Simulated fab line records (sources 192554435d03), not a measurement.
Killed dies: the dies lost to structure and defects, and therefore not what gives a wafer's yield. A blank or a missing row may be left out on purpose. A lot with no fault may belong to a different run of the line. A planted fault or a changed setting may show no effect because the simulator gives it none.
Struck lot and sound lot, side by side :: flow n5Finfet :: 24 out of 1938 route steps
Sound: the wafers L926.2, L926.5, L926.6. Wafers struck: L942.2, L942.3, L942.4. The cause is given at the end.
Order at every step that has rows: each side's tool, ch and its chambers, its first start. Under that, the readings that differ: sound wafers :: struck wafers :: difference of the means :: sigmas: that difference in standard deviations of wafers without a fault.
alike: readings whose means differ by less than 2 such deviations, and words and numbers that are the same on both sides. not compared: withheld readings, readings that some wafer has no value for, bounds like >300 that may hide the same value, and numbers for which the record gives no deviation and whose values overlap.
A row with sigmas, a row that says differs or no value, or rows on one side alone: a step with any of these is where the two part. Numbers that don't overlap but have no deviation are shown without sigmas and don't part them. A reading missing from all wafers of one side parts the sides only when that side holds two or more wafers.

N5_BEOL_M4_DEP_57: deposits SiCN from 3MS/NH3, target thk 8 nm, time 14 s.
  sound on pecvd-02 ch 0,1, day 9 10:45; struck on pecvd-02 ch 0,1,2, day 12 22:52
  alike: showerheadPlenumPTorr, throttleValvePct
N5_BEOL_M4_RS_MEAS_58: uses a four-point probe to measure.
  struck on filmMetro-01, day 12 22:56; sound on filmMetro-02, day 9 10:49
  alike: M4_RS
N5_BEOL_M4_INSPECT_59: inspects for defects (darkfield).
  struck on defectInspect-02, day 12 22:57; sound on defectInspect-01, day 9 10:51
  alike: rawDefectCount
N5_BEOL_M4_RC_MEAS_101:
  sound on prober-02 ch 0, day 9 11:02; struck on prober-02 ch 0, day 12 23:08
  alike: DIBL_N, DIBL_P, IOFF_N, IOFF_P, ION_N, ION_P, SS_N, SS_P, VT_N, VT_P
N5_BEOL_M5_ILD_DEP_00: deposits SiCOH lowk from DEMS/porogen, target thk 140.64 nm, time 25.9 s.
  sound on pecvd-04 ch 0,1, day 9 11:50; struck on pecvd-01 ch 0,1,2, day 12 23:57
reading: throttleValvePct (%)
sound: 15.5 14.1 15.6
struck: 14.8 12.2 13.3
difference: -1.6
sigmas: -2
  alike: heaterPowerW, showerheadPlenumPTorr
N5_BEOL_M5_CURE_79: cures SiCOH lowk, time 240 s.
  sound on uvCure-02 ch 1, day 9 11:59; struck on uvCure-02 ch 0, day 13 00:31
  alike: lampPowerPct, wafer_temp_C_max
N5_BEOL_M5_THK_MEAS_01:
  struck on filmMetro-02, day 13 00:56; sound on filmMetro-01, day 9 12:26
  alike: M5_ILD_THK
N5_BEOL_M5_PECVD_70: deposits SiO2 from TEOS/O2, target thk 16 nm, time 18 s.
  sound on pecvd-01 ch 0,1,2, day 9 12:28; struck on pecvd-02 ch 0,1,2, day 13 00:59
  alike: heaterPowerW, showerheadPlenumPTorr, throttleValvePct
N5_BEOL_M5_HM_DEP_02: deposits TiN, target thk 20 nm.
  struck on pvdSputter-01, day 13 04:01; sound on pvdSputter-02, day 9 12:59
  alike: throttleValvePct
then, 3 steps without rows for these wafers: N5_BEOL_M5_COAT_59 (time 60 s, resist thk 60 nm); N5_BEOL_M5_COAT_60 (time 60 s, resist thk 12 nm); N5_BEOL_M5_COAT_71 (time 60 s, resist thk 5 nm).
N5_BEOL_M5_COAT_05: resist thk 30 nm.
  sound on lithoTrack-04 ch 0, day 9 13:07; struck on lithoTrack-04 ch 0, day 13 04:10
reading: spinSpeedRpm (rpm)
sound: 1500.7 1500.1 1500.5
struck: 1386.5 1385.7 1385.1
difference: -114.7
sigmas: -99 or more

reading: model.CAR-EUV_of_BEOL_M5_COAT_05.thkNm (nm)
sound: 30 30 30
struck: 31.4 31.4 31.6
difference: +1.5
sigmas: 
then, 5 steps without rows for these wafers: N5_BEOL_M5_EBR_07; N5_BEOL_M5_SOFTBAKE_06 (time 60 s); N5_BEOL_M5_EXPOSE_08 (exposes mask M5, target cd 28 nm); N5_BEOL_M5_PEB_09 (peb time 60 s); N5_BEOL_M5_DEVELOP_10 (develop time 30 s).
N5_BEOL_M5_CD_MEAS_11 targets a cd of 27.74 nm.
  sound on cdSem-03 ch 0, day 9 13:30; struck on cdSem-02 ch 0, day 13 04:25
  alike: cdNm
N5_BEOL_M5_OVL_MEAS_12:
  sound on overlay-01 ch 0, day 9 13:32; struck on overlay-02 ch 0, day 13 04:28
  alike: M5_OVL
N5_BEOL_M5_INSPECT_13: inspects for defects (brightfield).
  struck on defectInspect-02, day 13 04:31; sound on defectInspect-02, day 9 13:35
  alike: rawDefectCount
N5_BEOL_M5_DESCUM_16: chemistry O2, time 7 s.
  sound on rieDiel-03 ch 1,2,3, day 9 13:37; struck on rieDiel-03 ch 0,1,3, day 13 05:02
reading: model.CAR-EUV_of_BEOL_M5_COAT_05.thkNm (nm)
sound: 26.2 26 26.2
struck: 27.4 27.4 27.6
difference: +1.3
sigmas: 
  alike: drypumpMotorCurrentA, oesProductAu, rfVppV, showerheadPlenumPTorr, throttleValvePct
  not compared: rfHoursCounterH
then, 2 steps without rows for these wafers: N5_BEOL_M5_ETCH_72 (etches underlayer in N2/H2, target depth 6.5 nm, time 5.2 s); N5_PASSIVATION_PROBE_49.

## WHERE THEY PART
Earliest at N5_BEOL_M5_ILD_DEP_00; latest, in this record, at N5_BEOL_M5_COAT_05. Later steps at which nothing parts them and some readings are alike: N5_BEOL_M5_CD_MEAS_11, N5_BEOL_M5_OVL_MEAS_12, N5_BEOL_M5_INSPECT_13, N5_BEOL_M5_DESCUM_16.

WHY: what the simulator had put in
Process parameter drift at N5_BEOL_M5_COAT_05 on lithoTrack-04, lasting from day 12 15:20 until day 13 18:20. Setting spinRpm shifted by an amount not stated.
